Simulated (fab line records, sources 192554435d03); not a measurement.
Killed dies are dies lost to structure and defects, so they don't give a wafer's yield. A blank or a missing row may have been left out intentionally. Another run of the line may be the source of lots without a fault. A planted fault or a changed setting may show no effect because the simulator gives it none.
Chamber matching | flow n5_finfet | 4 sister chambers for N5_BEOL_M12_CMP_49 on cmp-01
The step polishes, stops on SiOC, t overpolish 20.6 s, target thk 320 nm. 8 wafers are shown with their chamber, then 8 later ones without.

WAFERS PAIRED WITH THEIR CHAMBERS
wafer  | chamber | motor_current_A (A) | barrier_field_endpoint_s (s)
L075.6 | 0       | 5.4                 | 30.1
L082.2 | 3       | 6.9                 | 29.7
L081.2 | 3       | 6.7                 | 30.6
L081.4 | 0       | 5.8                 | 30.9
L084.1 | 1       | 5.9                 | 29.0
L084.2 | 2       | 7.1                 | 31.0
L084.5 | 2       | 7.4                 | 29.9
L083.3 | 1       | 5.7                 | 28.5

WAFERS MISSING THEIR CHAMBER
wafer  | motor_current_A (A) | barrier_field_endpoint_s (s)
L083.5 | 5.6                 | 29.8
L083.6 | 6.2                 | 28.8
L085.2 | 5.9                 | 30.5
L085.4 | 5.6                 | 27.8
L085.5 | 6.3                 | 28.7
L087.3 | 6.8                 | 29.7
L087.4 | 5.6                 | 30.9
L087.6 | 5.7                 | 29.2

WHICH CHAMBER EACH ONE RAN IN
wafer  | from the rows above     | in truth
L083.5 | can't be placed: 0 or 1 | 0
L083.6 | can't be placed: 1 or 3 | 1
L085.2 | can't be placed: 0 or 1 | 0
L085.4 | 1                       | 1
L085.5 | can't be placed: 1 or 3 | 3
L087.3 | can't be placed: 3 or 2 | 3
L087.4 | 0                       | 0
L087.6 | can't be placed: 1 or 0 | 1
Placed correctly: 2 of 8. Unplaceable from these rows: 6, with the true chamber sitting among the candidates in 6. 0 placed wrongly.
How it was worked out, from the rows above alone: a wafer's distance from a chamber is the root of the sum, over the readings, of the square of ((its reading less the chamber's mean) divided by the reading's scatter). If the next closest chamber is less than 2 further off than the closest, the wafer can't be placed; otherwise it belongs to the closest. Each chamber's mean is taken over the wafers shown for it. How the scatter is found: for the shown wafers, subtract from each reading the mean of its chamber, square and add these, divide the total by (wafers less chambers), then take the root.
